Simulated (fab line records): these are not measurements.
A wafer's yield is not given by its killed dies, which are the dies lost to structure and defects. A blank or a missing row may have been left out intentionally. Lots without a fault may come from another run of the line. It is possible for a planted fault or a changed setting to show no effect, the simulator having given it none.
fab line records	flow n5_finfet
record lots=11	wafers=33	last_day=19
route steps=1938 shown BEOL_M5@1129 PASSIVATION@1936
lots that met no fault: from a run of the same line without faults
start_h: hours from the record's first day to the start of the lot's first wafer shown	wait_h: hours since the lot's step before	" unchanged from the row above	L1.1+2: a row that stands for several wafers	- no value, or no start was given	* or withheld: withheld	< > ~ a bound
route shown NAME@n: NAME is a module with steps in the file, n the number in the route of the first one	usual: mean/standard deviation taken from wafers without a fault	same: alike in all rows	chamber/n: place in a boat	sites: per-site readings	_std_site: standard deviation of those values	_edge_site: outer sites' mean less inner sites'	radius_mm: for every site, how far away it sits from the centre of the wafer	mask NAME#n: copy n	behind: tool/chamber where the wafer was last shaped	hold: why the lot was held/for how many hours/how that ended	device: transistor that didn't switch, given as n, p or np	end of line: the route-end tests of the same wafers	for a step that has no rows: nothing shown but its recipe	killed: the dies lost at the first sort to structure and to defects; this is not the yield of the wafer	map: dies across one wafer; x = killed, . = not, _ = none there
set.NAME: the setting the step ran with; set.NAME@STEP: the setting that earlier step ran with	model.NAME: the simulator's own value behind a step, which no gauge read
the route's steps for a sample of lots (tables are steps, rows are wafers)
services: when a tool's chamber went out of use (start_h, in hours from the record's first day, below 0 if earlier), for how many hours, and the reason
## steps
# step N5_BEOL_M5_DESCUM_16
# recipe chemistry=O2	time_s=7	source_power_w=50	bias_power_w=20	pressure_mtorr=20	rf_frequency_hz=2.712e+07	temp_c=40	resist=CAR-EUV	o2_flow_sccm=225
# usual drypump_motor_current_A=5.9/0.34	oes_product_au=0.83/0.096	rf_vpp_V=243.8/1.2	showerhead_plenum_p_Torr=2.13/0.066	throttle_valve_pct=20.43/0.19
lot.wafer	tool	chamber	start_h	wait_h	drypump_motor_current_A	oes_product_au	rf_hours_counter_h	rf_vpp_V	showerhead_plenum_p_Torr	throttle_valve_pct
L106.1	rie_diel-02	0	207.75	0.0	5.5	0.76	172	244.6	2.16	20.86
L106.3	"	3	"	"	6.2	0.90	36	245.7	2.23	20.40
L106.5	"	3	"	"	6.3	0.90	-	245.7	2.23	20.42
L109.2	rie_diel-02	3	213.24	0.3	6.2	0.89	37	244.7	2.23	20.41
L109.3	"	2	"	"	6.2	0.68	221	242.9	2.06	20.33
L109.4	"	2	"	"	6.2	0.68	-	244.8	2.06	20.30
L113.1	rie_diel-02	3	239.07	0.2	6.3	0.87	46	245.5	2.23	20.44
L113.4	"	0	"	"	5.4	0.74	182	245.1	2.16	20.87
L113.6	"	2	"	"	6.2	0.68	-	244.2	2.06	20.33
L111.2	rie_diel-01	0	239.18	0.0	6.3	0.83	74	245.2	2.10	20.56
L111.3	"	1	"	"	5.8	0.94	6	244.5	2.16	20.51
L111.5	"	1	"	"	5.8	0.94	-	244.3	2.16	20.51
L118.1	rie_diel-05	0	273.98	0.0	6.1	0.68	241	243.9	2.14	20.55
L118.4	"	3	"	"	5.8	0.95	4	245.1	2.14	20.36
L118.5	"	3	"	"	5.8	0.96	-	242.7	2.14	20.35
L120.3	rie_diel-05	0	306.05	0.0	6.1	0.67	250	243.3	2.14	20.55
L120.5	"	3	"	"	5.8	0.92	-	244.4	2.14	20.35
L120.6	"	2	"	"	5.0	0.72	-	242.4	1.99	20.41
L123.1	rie_diel-01	0	306.94	0.1	6.3	0.81	96	244.1	2.10	20.59
L123.4	"	1	"	"	5.8	0.87	28	243.1	2.15	20.57
L123.6	"	2	"	"	5.8	0.92	-	244.1	2.22	20.30
L125.1	rie_diel-05	2	324.27	0.0	5.0	0.71	219	239.8	1.99	20.44
L125.3	"	1	"	"	6.0	0.73	182	245.3	2.07	20.44
L125.5	"	3	"	"	5.8	0.90	-	243.1	2.14	20.38
L127.2	rie_diel-01	1	337.13	0.3	5.8	0.87	36	243.6	2.15	20.56
L127.4	"	0	"	"	6.3	0.80	103	242.7	2.09	20.61
L127.5	"	3	"	"	5.8	0.80	-	243.3	2.10	20.45
L128.3	rie_diel-05	0	341.04	0.1	6.1	0.99	4	243.8	2.14	20.22
L128.4	"	3	"	"	5.8	0.89	26	244.3	2.14	20.38
L128.5	"	2	"	"	5.0	0.70	-	242.1	1.99	20.42
L129.1	rie_diel-02	1	343.73	0.0	5.7	0.86	54	243.0	2.11	20.16
L129.3	"	0	"	"	5.5	0.72	213	243.9	2.15	20.90
L129.4	"	2	"	"	6.2	0.95	4	244.1	2.05	20.01
# step N5_BEOL_M5_CD_MEAS_18
# recipe pitch_nm=56	target_cd_nm=28
# usual cd_nm=28.1/0.36
lot.wafer	tool	chamber	start_h	wait_h	cd_nm
L106.1	cd_sem-03	-	208.17	0.0	28.1
L106.3	"	-	"	"	27.9
L106.5	"	-	"	"	27.8
L109.2	cd_sem-03	-	213.86	0.1	28.0
L109.3	"	-	"	"	27.1
L109.4	"	-	"	"	27.5
L113.1	cd_sem-02	-	239.59	0.0	28.3
L113.4	"	-	"	"	28.3
L113.6	"	-	"	"	28.1
L111.2	cd_sem-03	-	239.62	0.1	27.8
L111.3	"	-	"	"	28.0
L111.5	"	-	"	"	27.9
L118.1	cd_sem-02	-	274.40	0.0	28.0
L118.4	"	-	"	"	27.9
L118.5	"	-	"	"	27.8
L120.3	cd_sem-01	-	306.59	0.1	28.5
L120.5	"	-	"	"	27.3
L120.6	"	-	"	"	28.3
L123.1	cd_sem-03	-	307.47	0.0	28.6
L123.4	"	-	"	"	28.4
L123.6	"	-	"	"	28.6
L125.1	cd_sem-01	-	324.80	0.1	28.1
L125.3	"	-	"	"	27.8
L125.5	"	-	"	"	27.5
L127.2	cd_sem-03	-	337.64	0.1	28.7
L127.4	"	-	"	"	28.4
L127.5	"	-	"	"	28.3
L128.3	cd_sem-02	-	341.47	0.1	28.1
L128.4	"	-	"	"	28.2
L128.5	"	-	"	"	28.2
L129.1	cd_sem-02	-	344.15	0.0	28.2
L129.3	"	-	"	"	28.0
L129.4	"	-	"	"	27.6
# step N5_BEOL_M5_OVL_MEAS_29
# recipe points_per_wafer=522
# usual V4_OVL=-0.2/0.61
# same points_per_wafer=522
lot.wafer	tool	chamber	start_h	wait_h	V4_OVL[nm]
L106.1	overlay-02	0	212.59	0.0	-0.3
L106.3	"	0	"	"	-0.2
L106.5	"	0	"	"	0.0
L109.2	overlay-02	0	214.93	0.1	-0.7
L109.3	"	0	"	"	-1.0
L109.4	"	0	"	"	-1.0
L113.1	overlay-01	0	240.16	0.0	-0.1
L113.4	"	0	"	"	0.9
L113.6	"	0	"	"	1.0
L111.2	overlay-02	0	240.34	0.0	-0.9
L111.3	"	0	"	"	-0.6
L111.5	"	0	"	"	-1.1
L118.1	overlay-02	0	275.41	0.0	-0.1
L118.4	"	0	"	"	-0.7
L118.5	"	0	"	"	-1.2
L120.3	overlay-01	0	311.10	0.0	-0.8
L120.5	"	0	"	"	1.0
L120.6	"	0	"	"	0.6
L123.1	overlay-02	0	311.64	0.0	0.5
L123.4	"	0	"	"	-0.1
L123.6	"	0	"	"	-0.6
L125.1	overlay-02	0	325.78	0.0	-1.3
L125.3	"	0	"	"	-0.6
L125.5	"	0	"	"	-0.9
L127.2	overlay-02	0	339.64	0.0	-0.6
L127.4	"	0	"	"	-0.1
L127.5	"	0	"	"	0.0
L128.3	overlay-01	0	341.95	0.0	-1.0
L128.4	"	0	"	"	-0.1
L128.5	"	0	"	"	-0.7
L129.1	overlay-02	0	345.15	0.0	1.1
L129.3	"	0	"	"	0.7
L129.4	"	0	"	"	0.8
# step N5_BEOL_M5_ETCH_75
# recipe chemistry=N2/H2	target=underlayer	target_depth_a=65	mask_material=CAR-EUV	time_s=5.2	ion_energy_ev=200	pressure_mtorr=30	source_w=840	bias_w=150	n2_flow_sccm=200	h2_flow_sccm=200	ends=cleared
# usual drypump_motor_current_A=5.8/0.39	etch_rf_on_time_s=5.20/0.12	oes_product_au=0.68/0.08	rf_vpp_V=524.7/2.7	showerhead_plenum_p_Torr=2.57/0.086	throttle_valve_pct=17.85/0.21
lot.wafer	tool	chamber	start_h	wait_h	drypump_motor_current_A	etch_rf_on_time_s	oes_product_au	rf_hours_counter_h	rf_vpp_V	showerhead_plenum_p_Torr	throttle_valve_pct
L106.1	rie_diel-01	2	212.72	0.0	5.9	5.07	0.84	10	529.3	2.69	17.52
L106.3	"	0	"	"	6.3	5.20	0.72	65	525.0	2.60	18.11
L106.5	"	0	"	"	6.3	5.17	0.72	-	523.8	2.60	18.14
L109.2	rie_diel-05	3	215.46	0.0	5.8	5.18	0.58	244	525.9	2.60	18.05
L109.3	"	1	"	"	6.0	5.21	0.64	144	525.7	2.53	17.76
L109.4	"	2	"	"	5.0	5.08	0.64	182	517.8	2.41	17.63
L113.1	rie_diel-02	0	240.30	0.0	5.5	5.35	0.62	182	526.9	2.63	18.27
L113.4	"	3	"	"	6.3	5.08	0.74	46	527.3	2.69	17.82
L113.6	"	0	"	"	5.5	5.38	0.62	-	523.4	2.63	18.27
L111.2	rie_diel-05	1	240.68	0.0	6.0	5.98	0.60	153	523.4	2.53	17.78
L111.3	"	0	"	"	6.1	5.34	0.58	229	525.2	2.61	18.10
L111.5	"	2	"	"	5.0	5.02	0.63	-	520.0	2.41	17.68
L118.1	rie_diel-05	3	275.74	0.0	5.8	5.15	0.81	5	526.6	2.59	17.66
L118.4	"	1	"	"	6.0	5.94	0.58	166	523.6	2.52	17.82
L118.5	"	2	"	"	5.0	5.05	0.63	-	519.9	2.40	17.68
L120.3	rie_diel-02	0	311.31	0.0	5.5	5.42	0.60	200	526.7	2.62	18.32
L120.5	"	3	"	"	6.2	5.17	0.72	-	526.2	2.69	17.84
L120.6	"	0	"	"	5.5	5.43	0.61	-	528.1	2.63	18.30
L123.1	rie_diel-01	3	311.77	0.0	5.9	5.21	0.69	96	524.3	2.55	17.82
L123.4	"	1	"	"	5.8	5.34	0.74	-	525.1	2.61	17.93
L123.6	"	3	"	"	5.8	5.21	0.70	-	525.4	2.55	17.83
L125.1	rie_diel-05	1	325.90	0.0	6.1	5.13	0.62	182	522.1	2.52	17.82
L125.3	"	2	"	"	5.0	5.11	0.60	220	521.3	2.39	17.72
L125.5	"	2	"	"	5.0	5.09	0.61	-	517.5	2.40	17.71
L127.2	rie_diel-05	0	340.02	0.0	6.1	5.26	0.83	3	526.2	2.60	17.74
L127.4	"	3	"	"	5.8	5.13	0.77	26	526.2	2.58	17.67
L127.5	"	1	"	"	6.1	5.09	0.62	-	525.9	2.51	17.85
L128.3	rie_diel-05	0	342.06	0.0	6.1	5.37	0.82	4	526.9	2.60	17.73
L128.4	"	2	"	"	5.0	5.06	0.62	225	519.1	2.39	17.69
L128.5	"	2	"	"	5.0	5.07	0.61	-	518.9	2.39	17.71
L129.1	rie_diel-01	1	345.27	0.0	5.8	5.35	0.73	38	523.9	2.60	17.90
L129.3	"	0	"	"	6.4	5.29	0.67	104	524.0	2.58	18.21
L129.4	"	3	"	"	5.9	5.21	0.68	106	524.0	2.55	17.87
# step N5_PASSIVATION_PROBE_49
# usual defect_limited_yield=91.2/1.4	killed_at_M0_to_M3=34/9.4	killed_at_M4_up=14/5.6	killed_at_contacts=13/7.8	killed_at_front_end=37/10	killed_at_other=4/3.3	killed_dies=103/17	killed_open=68/13	killed_short=33/8.2	sort_bin_5_function=5.1/0.92	sort_bin_6_memory=3.3/0.71	sort_bin_8_speed=0.01/0.043	sort_n_pass=1077/17
# same gross_dies=1180	killed_at_back_side=0	sort_bin_4_leakage[%]=0
lot.wafer	tool	chamber	start_h	wait_h	defect_limited_yield[%]	killed_at_M0_to_M3	killed_at_M4_up	killed_at_contacts	killed_at_front_end	killed_at_other	killed_dies	killed_open	killed_short	sort_bin_5_function[%]	sort_bin_6_memory[%]	sort_bin_8_speed[%]	sort_n_pass
L106.1	prober-02	-	310.47	0.0	88.2	43	12	29	55	0	139	95	43	6.5	4.8	0	1041
L106.3	prober-02	-	310.57	0.1	91.9	31	14	22	28	0	95	66	26	4.1	3.6	0	1085
L106.5	prober-02	-	310.67	0.2	90.6	38	9	20	31	13	111	71	40	5.0	4.1	0	1069
L113.1	prober-02	-	343.83	0.0	91.3	24	25	16	33	5	103	72	31	5.5	3.1	0	1077
L113.4	prober-02	-	343.98	0.2	91.1	29	16	15	39	6	105	65	39	4.9	3.8	0	1075
L113.6	prober-02	-	344.08	0.3	92.7	32	11	3	36	4	86	53	32	4.4	2.4	0	1094
L120.3	prober-02	-	418.77	0.1	94.0	30	7	4	26	4	71	48	22	3.2	2.6	0.08	1109
L120.5	prober-02	-	418.87	0.2	91.9	30	11	5	40	9	95	68	25	4.4	3.6	0	1085
L120.6	prober-02	-	418.92	0.3	92.0	41	4	14	33	2	94	67	25	4.7	2.8	0	1086
# killed by level:class
L106.1 MOL_CONTACT_COAG:geometric_particle:open=18 BEOL_M0_SAQP:geometric_particle:open=14 FIN_SAQP:geometric_particle:open=11 MOL_CONTACT_COAG:geometric_particle:short=11 STI_FIN_REVEAL:geometric_particle:open=10 DUMMY_GATE:geometric_particle:open=10 FIN_SAQP:geometric_particle:short=9 BEOL_M2:geometric_particle:open=9
L106.3 MOL_CONTACT_COAG:geometric_particle:open=21 BEOL_M3:geometric_particle:open=9 FIN_SAQP:geometric_particle:short=7 BEOL_M0_SAQP:geometric_particle:open=6 BEOL_M4:geometric_particle:open=6 DUMMY_GATE:geometric_particle:open=4 BEOL_M0_SAQP:geometric_particle:short=4 BEOL_M2:geometric_particle:open=4
L106.5 MOL_CONTACT_COAG:geometric_particle:open=14 MIM_TOP:geometric_particle:short=8 BEOL_M0_SAQP:geometric_particle:open=8 BEOL_M3:geometric_particle:open=8 FIN_SAQP:geometric_particle:open=6 FIN_SAQP:geometric_particle:short=6 MOL_CONTACT_COAG:geometric_particle:short=6 BEOL_M0_SAQP:geometric_particle:short=6
L113.1 MOL_CONTACT_COAG:geometric_particle:open=15 BEOL_M0_SAQP:geometric_particle:short=8 STI_FIN_REVEAL:geometric_particle:open=7 FIN_SAQP:geometric_particle:short=6 BEOL_M5:geometric_particle:open=6 GATE_CUT:geometric_particle:short=5 BEOL_M0_SAQP:geometric_particle:open=5 BEOL_M7:geometric_particle:open=5
L113.4 BEOL_M0_SAQP:geometric_particle:open=14 MOL_CONTACT_COAG:geometric_particle:open=9 FIN_SAQP:geometric_particle:short=7 STI_FIN_REVEAL:geometric_particle:open=7 BEOL_M2:geometric_particle:open=7 MOL_CONTACT_COAG:geometric_particle:short=6 BEOL_M4:geometric_particle:open=6 FIN_SAQP:geometric_particle:open=5
L113.6 BEOL_M0_SAQP:geometric_particle:short=11 STI_FIN_REVEAL:geometric_particle:open=10 BEOL_M0_SAQP:geometric_particle:open=7 GATE_CUT:geometric_particle:short=6 FIN_SAQP:geometric_particle:open=5 BEOL_M1:geometric_particle:open=5 BEOL_M2:geometric_particle:open=4 BEOL_M4:geometric_particle:open=4
L120.3 BEOL_M3:geometric_particle:open=8 STI_FIN_REVEAL:geometric_particle:open=6 BEOL_M0_SAQP:geometric_particle:open=6 BEOL_M1:geometric_particle:open=6 FIN_SAQP:geometric_particle:short=4 FIN_SAQP:geometric_particle:open=3 STI_FIN_REVEAL:geometric_particle:short=3 MOL_CONTACT_COAG:geometric_particle:open=3
L120.5 BEOL_M3:geometric_particle:open=9 STI_FIN_REVEAL:geometric_particle:open=8 BEOL_M4:geometric_particle:open=8 FIN_SAQP:geometric_particle:open=6 BEOL_M1:geometric_particle:open=6 GATE_CUT:geometric_particle:short=5 MOL_CONTACT_COAG:geometric_particle:open=5 BEOL_M3:geometric_particle:short=4
L120.6 BEOL_M3:geometric_particle:open=13 MOL_CONTACT_COAG:geometric_particle:open=12 STI_FIN_REVEAL:geometric_particle:open=9 DUMMY_GATE:geometric_particle:open=6 BEOL_M0_SAQP:geometric_particle:short=6 BEOL_M1:geometric_particle:open=6 BEOL_M0_SAQP:geometric_particle:open=4 BEOL_M2:geometric_particle:open=4
## services
tool	chamber	start_h	hours	kind
rie_diel-01	1	189.91	-	clean
rie_diel-01	1	189.91	-	consumable_replace:focus_ring
rie_diel-01	1	189.91	30.6	scheduled_down
rie_diel-01	1	189.91	30.6	vent_cycle
rie_diel-02	1	203.82	16.6	repair
rie_diel-01	3	205.00	4.9	repair
rie_diel-05	0	227.75	9.5	repair
rie_diel-05	3	237.47	-	clean
rie_diel-05	3	237.47	-	consumable_replace:focus_ring
rie_diel-05	3	237.47	25.4	scheduled_down
rie_diel-05	3	237.47	25.4	vent_cycle
rie_diel-01	3	252.29	4.1	repair
rie_diel-02	-	263.90	1.7	repair
rie_diel-05	0	306.85	-	clean
rie_diel-05	0	306.85	-	consumable_replace:focus_ring
rie_diel-01	0	309.55	5.6	repair
rie_diel-02	2	313.40	-	clean
rie_diel-02	2	313.40	-	consumable_replace:focus_ring
rie_diel-02	2	313.40	18.2	scheduled_down
rie_diel-02	2	313.40	18.2	vent_cycle
rie_diel-01	-	320.61	2.8	pm
## key
first_sign step=N5_BEOL_M5_ETCH_75	reading=etch_rf_on_time_s	direction=up	sigmas=6.4	usual=*	struck=*
effect none on later readings
met_at N5_BEOL_M5_ETCH_75
struck_lots L111,L118
struck_wafers L111.2,L118.4
baseline_loss step=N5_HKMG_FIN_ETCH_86	wafers=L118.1
not_acting_at N5_BEOL_M5_DESCUM_16,N5_BEOL_M5_CD_MEAS_18,N5_BEOL_M5_OVL_MEAS_29
onset_between 215.46 240.68
fault kind=process_parameter_drift	tool=rie_diel-05	chamber=-	onset_h=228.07	steps=N5_BEOL_M5_ETCH_75	channel=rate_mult	offset=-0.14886	shape=step	end_h=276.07	scope=struck_wafers_only
# baseline_loss: these wafers lose ten dies or more at that step, a loss of the line's own and not of a fault; the sort's usual values leave them out
